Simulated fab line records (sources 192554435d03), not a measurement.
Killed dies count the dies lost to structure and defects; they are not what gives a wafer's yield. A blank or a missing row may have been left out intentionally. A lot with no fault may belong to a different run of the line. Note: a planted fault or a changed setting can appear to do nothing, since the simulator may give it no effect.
A lot that was struck, set against a sound lot :: flow n5 finfet :: 25 steps out of a route of 1938
Sound: these wafers, L816.3, L816.4, L816.6. The struck wafers were L818.1, L818.5, L818.6. At the end, the cause is stated.
For every step that has rows: the tool of each side, followed by ch and its chambers, followed by its first start. Under that, the readings that differ: sound wafers :: struck wafers :: difference of the means :: sigmas: that difference in standard deviations of wafers without a fault.
alike: readings with means less than 2 such deviations apart, plus words and numbers identical on both sides. not compared: withheld readings, readings lacking a value on some wafer, bounds such as >300 that could conceal the same value, and numbers that have no deviation in the record and whose values overlap.
Wherever a step has rows on one side only, a row that says differs or no value, or a row with sigmas, the two part there. When numbers do not overlap yet have no deviation, they are printed without sigmas and do not part them. A reading missing from all wafers of one side parts the sides only when that side holds two or more wafers.

first, 11 steps without rows for these wafers: N5_MOL_CONTACT_COAG_ETCHBACK_135 (etches SiO2 in CHF3, target depth 25 nm, time 16.7 s); N5_MOL_CONTACT_COAG_STRIP_118 (strips in CHF3); N5_MOL_CONTACT_COAG_VIA_ETCH_46 (etches SiO2 in C4F6/O2, target depth 46 nm, overetch 9.2 nm, time 40 s); N5_MOL_CONTACT_COAG_STRIP_96 (strips in N2/H2); N5_MOL_CONTACT_COAG_ETCH_47 (etches SiNx in CH3F/O2, stops on W, target depth 27 nm); N5_MOL_CONTACT_COAG_STRIP_119 (strips in N2/H2, time 30 s); N5_MOL_CONTACT_COAG_PRECLEAN_144 (cleans in alkaline clean, time 60 s); N5_MOL_CONTACT_COAG_SRD_145 (time 30 s); N5_MOL_CONTACT_COAG_COAT_62 (time 60 s, resist thk 60 nm); N5_MOL_CONTACT_COAG_COAT_63 (time 60 s, resist thk 10 nm); N5_MOL_CONTACT_COAG_COAT_64 (time 60 s, resist thk 10 nm).
N5_MOL_CONTACT_COAG_COAT_34: resist thk 40 nm.
  sound on litho track-03 ch 0, day 5 21:53; struck on litho track-03 ch 0, day 6 12:04
reading: spin speed rpm (rpm)
sound: 1501.1 1499.8 1500.8
struck: 1570.7 1572.5 1570.8
difference: +70.8
sigmas: +64

reading: model.CAR-EUV_of_MOL_CONTACT_COAG_COAT_34.thk nm (nm)
sound: 40.2 40.2 40.2
struck: 39 38.8 38.8
difference: -1
sigmas: 
then, 9 steps without rows for these wafers: N5_MOL_CONTACT_COAG_EBR_36; N5_MOL_CONTACT_COAG_SOFTBAKE_35 (time 60 s); N5_MOL_CONTACT_COAG_EXPOSE_37 (exposes mask VD, defocus 0 nm); N5_MOL_CONTACT_COAG_PEB_38 (peb time 60 s); N5_MOL_CONTACT_COAG_DEVELOP_39 (develop time 30 s); N5_MOL_CONTACT_COAG_DESCUM_45 (chemistry O2, time 7 s); N5_MOL_CONTACT_COAG_ETCH_65 (etches underlayer in N2/H2, target depth 13 nm, time 10.4 s); N5_MOL_CONTACT_COAG_ETCH_66 (etches SiARC in CF4, target depth 13 nm, time 21.7 s); N5_MOL_CONTACT_COAG_ALD_133 (deposits SiO2, target thk 5 nm, pulse time 1 s, co reactant pulse time 1 s).
N5_MOL_CONTACT_COAG_ETCHBACK_134: etches SiO2 in CHF3, target depth 10 nm, time 6.7 s.
  sound on rie diel-05 ch 0,2,3, day 5 23:23; struck on rie diel-01 ch 0,3, day 6 13:11
reading: model.CAR-EUV_of_MOL_CONTACT_COAG_COAT_34.thk nm (nm)
sound: 15.6 15.8 15.6
struck: 14.4 14.4 14.4
difference: -1.3
sigmas: 
  alike: chamber pressure mTorr, drypump motor current A, oes product au, rf vpp V, showerhead plenum p Torr, throttle valve pct
  not compared: rf hours counter h
then, 1 step without rows for these wafers: N5_MOL_CONTACT_COAG_ETCH_67 (etches SOC in N2/H2, target depth 60 nm, overetch 21 nm, time 101.2 s).
-- a jump in the record: the struck wafers' starts before and after are 4 days apart (it breaks off in module MOL_CONTACT_COAG and resumes in module BEOL_M4, where the first step shown is number 1111 of the route) --
N5_BEOL_M4_RC_MEAS_101:
  sound on prober-02 ch 0, day 9 09:29; struck on prober-01 ch 0, day 10 15:33
  alike: DIBL_N, DIBL_P, IOFF_N, IOFF_P, ION_N, ION_P, SS_N, SS_P, VT_N, VT_P
next, for these wafers, 1 step has no rows: N5_PASSIVATION_PROBE_49.

== WHERE THEY PART ==
Within this record, at N5_MOL_CONTACT_COAG_COAT_34 only. Later steps at which nothing parts them and some readings are alike: N5_MOL_CONTACT_COAG_ETCHBACK_134, N5_BEOL_M4_RC_MEAS_101.

WHY: what had been put in by the simulator
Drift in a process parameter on litho track-03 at N5_MOL_CONTACT_COAG_COAT_34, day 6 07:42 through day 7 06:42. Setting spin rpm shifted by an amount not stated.
